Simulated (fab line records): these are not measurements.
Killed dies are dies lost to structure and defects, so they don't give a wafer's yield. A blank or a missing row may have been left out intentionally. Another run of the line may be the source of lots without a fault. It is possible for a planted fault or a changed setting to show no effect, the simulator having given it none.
The same fault as seen by 3 desks + flow n5Finfet + numbers are kept per desk, each desk with only its own; the story behind them comes last

TOOL OWNER'S DESK, lithoTrack-05
The tool's own readings at N5_PMOS_HMC_CHANNEL_EPI_COAT_31 (time 60 s, resist thk 66 nm): means of the sampled wafers that have a number, for each lot that ran on this tool. The brackets show how far a lot's mean lies from the usual mean; more than 4 standard deviations puts the lot out of limits, marked OUT.
Columns: A = heaterPowerTotalW at N5_PMOS_HMC_CHANNEL_EPI_COAT_31, usual 391.7 W; B = plateTempC at N5_PMOS_HMC_CHANNEL_EPI_COAT_31, usual 204.99 C
| lot  | first seen here | A                | B                |
|------|-----------------|------------------|------------------|
| L586 | day 1 16:49     | 390.8            | 205.01           |
| L596 | day 4 05:10     | 381.6 (-7.7) OUT | 200.74 (-28) OUT |
| L597 | day 4 11:41     | 380.2 (-8.8) OUT | 200.76 (-28) OUT |
| L598 | day 4 17:05     | 381.1 (-8.2) OUT | 200.50 (-30) OUT |
| L609 | day 7 10:53     | 391.1            | 205.01           |
Finding of this desk: L596, L597, L598 out of limits; the first was L596 at day 4 05:10, on heaterPowerTotalW at N5_PMOS_HMC_CHANNEL_EPI_COAT_31. L586, L609 stayed within limits.

FROM THE METROLOGY DESK
Means of the sampled wafers that have a number, per lot and without regard to the tool the lot ran on: this is what the gauges read. The brackets show how far a lot's mean lies from the usual mean; more than 4 standard deviations puts the lot out of limits, marked OUT. It has 10 readings; the 7 that lie furthest out on some lot are the ones shown.
Columns: A = DIBL_N at N5_BEOL_M4_RC_MEAS_101, usual 36.9 mV/V; B = IOFF_P at N5_BEOL_M4_RC_MEAS_101, usual 0.23 nA/um; C = ION_N at N5_BEOL_M4_RC_MEAS_101, usual 673 uA/um; D = ION_P at N5_BEOL_M4_RC_MEAS_101, usual 462 uA/um; E = SS_P at N5_BEOL_M4_RC_MEAS_101, usual 73.6 mV/dec; F = VT_N at N5_BEOL_M4_RC_MEAS_101, usual 250 mV; G = VT_P at N5_BEOL_M4_RC_MEAS_101, usual -249.7 mV
| lot  | first seen here | A    | B    | C   | D   | E    | F   | G      |
|------|-----------------|------|------|-----|-----|------|-----|--------|
| L589 | day 8 12:38     | 37.0 | 0.22 | 671 | 454 | 73.6 | 248 | -250.9 |
| L586 | day 8 17:44     | 36.9 | 0.18 | 665 | 450 | 73.0 | 252 | -253.8 |
| L596 | day 10 14:26    | 37.1 | 0.24 | 668 | 467 | 73.9 | 250 | -249.5 |
| L597 | day 11 01:46    | 36.1 | 0.22 | 661 | 457 | 73.5 | 253 | -250.1 |
| L598 | day 11 02:17    | 34.4 | 0.21 | 663 | 458 | 72.9 | 253 | -250.7 |
| L605 | day 12 19:58    | 37.7 | 0.24 | 680 | 462 | 74.1 | 247 | -248.0 |
| L609 | day 13 14:10    | 35.6 | 0.24 | 688 | 477 | 73.7 | 248 | -246.8 |
This desk found nothing out of limits on any of the 7 lots.

THE DEFECT DESK
Per lot, the means of the sampled wafers with a number show what the inspections along the route counted. The brackets show how far a lot's mean lies from the usual mean; more than 4 standard deviations puts the lot out of limits, marked OUT.
Columns: A = rawDefectCount at N5_WELL_APT_INSPECT_38, usual 12
| lot  | first seen here | A  |
|------|-----------------|----|
| L586 | day 1 16:43     | 12 |
| L589 | day 2 10:47     | 12 |
| L596 | day 4 05:05     | 8  |
| L597 | day 4 11:35     | 7  |
| L598 | day 4 16:59     | 13 |
| L605 | day 6 10:44     | 16 |
| L609 | day 7 10:47     | 20 |
This desk found nothing out of limits on any of the 7 lots.

ALL TOGETHER
The tool owner's desk had the chance to raise an alarm at day 4 05:10 on L596, L597, L598.
At the metrology desk, nothing out of limits was observed.
The defect desk saw nothing out of limits.
The metrology desk has L596, L597, L598 on record, within its limits.
The defect desk has L596, L597, L598 on record, within its limits.
N5_PMOS_HMC_CHANNEL_EPI_COAT_31 was run on lithoTrack-05 by each of the lots named.

WHAT WAS PUT IN BY THE SIMULATOR
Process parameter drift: lithoTrack-05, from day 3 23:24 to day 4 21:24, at N5_PMOS_HMC_CHANNEL_EPI_COAT_31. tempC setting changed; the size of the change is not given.
Struck lots among those shown: L596, L597, L598.
Each desk's first reading out of limits, in hours after the fault started: the tool owner's desk, 6.
